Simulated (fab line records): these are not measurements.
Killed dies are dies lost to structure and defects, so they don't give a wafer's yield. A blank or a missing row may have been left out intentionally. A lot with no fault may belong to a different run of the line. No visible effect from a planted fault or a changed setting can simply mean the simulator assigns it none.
Comparing a struck lot with a sound one ; flow n5 finfet ; 38 out of 1938 route steps
Sound: these wafers, L407.2, L407.5, L407.6. Struck: wafer L426.5 (L426.1, L426.6, from the same lot, were not struck and are left out); the cause is given at the end.
At each step with rows: each side's tool, then ch and its chambers, then its first start. Under that, the readings that differ: sound wafers ; struck wafers ; difference of the means ; sigmas: that difference in standard deviations of wafers without a fault.
alike: a reading whose means differ by less than 2 such deviations, as well as words and numbers matching on both sides. not compared: withheld readings; readings where some wafer has no value; bounds like >300 that might hide an equal value; numbers whose values overlap and for which the record gives no deviation.
Wherever a step has rows on one side only, a row that says differs or no value, or a row with sigmas, the two part there. When numbers do not overlap yet have no deviation, they are printed without sigmas and do not part them. A reading missing from all wafers of one side parts the sides only when that side holds two or more wafers.

first, 12 steps without rows for these wafers: N5_FIN_SAQP_DESCUM_21 (chemistry O2, time 7.9 s); N5_FIN_SAQP_ETCH_51 (etches SiARC in CF4, target depth 45.5 nm, time 75.8 s); N5_FIN_SAQP_ETCH_52 (etches SOC in N2/H2, target depth 100 nm, overetch 20 nm, time 150 s); N5_FIN_SAQP_STRIP_53 (strips in N2/H2); N5_FIN_SAQP_HM_OPEN_73 (chemistry CHF3/O2, target SiO2, stops on a-Si, target depth 12 nm, time 16.8 s); N5_FIN_SAQP_STRIP_74 (strips in CHF3/O2); N5_FIN_SAQP_MANDREL_ETCH_22 (etches a-Si in HBr/Cl2, stops on SiNx, target depth 60 nm, bt time 10 s, time 30 s); N5_FIN_SAQP_STRIP_55 (strips in N2/H2); N5_FIN_SAQP_STRIP_23 (strips in SPM, time 750 s); N5_FIN_SAQP_SRD_66 (time 30 s); N5_FIN_SAQP_RECESS_75 (chemistry HF/NH3, target SiO2, target depth 14.4 nm, afs cycles 3, sublimation time 60 s); N5_FIN_SAQP_SPACER1_ALD_24 (deposits SiO2, target thk 20.3 nm, pulse time 1 s, purge time 2 s).
N5_FIN_SAQP_SPACER1_ETCHBACK_25: etches SiO2 in CHF3/O2, target depth 24.4 nm, time 12.2 s.
  sound on rie diel-06 ch 0,1, day 2 12:09; struck on rie diel-06 ch 1, day 7 07:38
  alike: bias w, drypump motor current A, oes_ar_750_au, oes_f_703_au, oes_o_777_au, oes product au, rf vpp V, showerhead plenum p Torr, throttle valve pct
  not compared: rf hours counter h
N5_FIN_SAQP_MANDREL1_REMOVE_56: chemistry HBr/Cl2/O2, target a-Si, stops on SiNx, bt time 10 s.
  sound on rie si-03 ch 0,2,3, day 2 12:14; struck on rie si-04 ch 1, day 7 07:44
reading;sound;struck;difference;sigmas
oes product au (a.u.);0.991 0.977 1.030;0.623;-0.376;-25
  alike: bias w, drypump motor current A, oes_o_777_au, throttle valve pct
  not compared: rf hours counter h
then, 2 steps without rows for these wafers: N5_FIN_SAQP_ETCH_57 (etches SiNx in CH3F/O2, target depth 32.5 nm, time 46.4 s); N5_FIN_SAQP_ETCH_65 (etches SiO2 in CF4, target depth 4 nm, time 4.4 s).
N5_FIN_SAQP_MANDREL_ETCH_58: etches a-Si in HBr/Cl2, stops on SiNx, target depth 45 nm, bt time 10 s, time 27 s.
  sound on rie si-01 ch 0,1,3, day 2 12:32; struck on rie si-03 ch 1, day 7 08:08
reading;sound;struck;difference;sigmas
oes product au (a.u.);0.702 0.722 0.704;0.467;-0.242;-20
throttle valve pct (%);35.54 35.60 35.93;36.34;+0.65;+3
  alike: bias w, drypump motor current A
  not compared: rf hours counter h
then, 19 steps without rows for these wafers: N5_FIN_SAQP_RECESS_63 (chemistry HF/NH3, target SiO2, target depth 18 nm, afs cycles 3, sublimation time 60 s); N5_FIN_SAQP_COAT_68 (time 60 s, resist thk 100 nm); N5_FIN_SAQP_ETCH_69 (etches SOC in N2/H2, stops on SiNx, target depth 150 nm); N5_FIN_SAQP_ETCH_67 (etches SiNx in CH3F/O2, target depth 30 nm); N5_FIN_SAQP_STRIP_70 (strips in N2/H2); N5_FIN_SAQP_RECESS_71 (chemistry HF/NH3, target SiO2, target depth 3 nm, afs cycles 1, sublimation time 60 s); N5_FIN_SAQP_SPACER2_ALD_28 (deposits SiO2, target thk 8.1 nm, pulse time 1 s, purge time 2 s); N5_FIN_SAQP_SPACER2_ETCHBACK_29 (etches SiO2 in CHF3/O2, target depth 12.2 nm, time 6.1 s); N5_FIN_SAQP_MANDREL2_REMOVE_60 (chemistry HBr/Cl2/O2, target a-Si, stops on SiNx, bt time 10 s); N5_FIN_SAQP_HM_OPEN_33 (chemistry CH3F/O2, target SiNx, target depth 49.4 nm, time 70.6 s); N5_FIN_SAQP_ETCH_34 (etches SiO2 in C4F6/O2, target depth 45 nm, time 15 s); N5_FIN_SAQP_STRIP_77 (strips in N2/H2, time 90 s); N5_FIN_SAQP_ETCH_64 (etches SiO2 in CF4, target depth 1.5 nm); N5_FIN_SAQP_FIN_ETCH_36 (etches the open film in HBr/Cl2/O2, target depth 120 nm, time 50.4 s); N5_FIN_SAQP_PRECLEAN_38 (cleans in O3/DIW, time 45 s); N5_FIN_SAQP_PRECLEAN_45 (cleans in dHF, time 10 s); N5_FIN_SAQP_SRD_39 (time 30 s); N5_FIN_CUT_COAT_18 (time 60 s, resist thk 230 nm); N5_FIN_CUT_COAT_19 (time 60 s, resist thk 20 nm).
N5_BEOL_M4_RC_MEAS_101:
  the record has rows for the sound wafers here (prober-02 ch 0, day 8 15:05) and none for the struck ones
-- the record jumps here: 11 days lie between the struck wafers' starts before and after (it left off in module BEOL_M4 and takes up again in module PASSIVATION, whose first step shown is number 1936 of the route) --
N5_PASSIVATION_PROBE_49:
  rows exist in the record for the struck wafers here (prober-02, day 18 09:59), but not for the sound ones

== WHERE THEY PART ==
At N5_FIN_SAQP_MANDREL1_REMOVE_56 first; at N5_PASSIVATION_PROBE_49 last (within this record only).

WHY: what the simulator had put in
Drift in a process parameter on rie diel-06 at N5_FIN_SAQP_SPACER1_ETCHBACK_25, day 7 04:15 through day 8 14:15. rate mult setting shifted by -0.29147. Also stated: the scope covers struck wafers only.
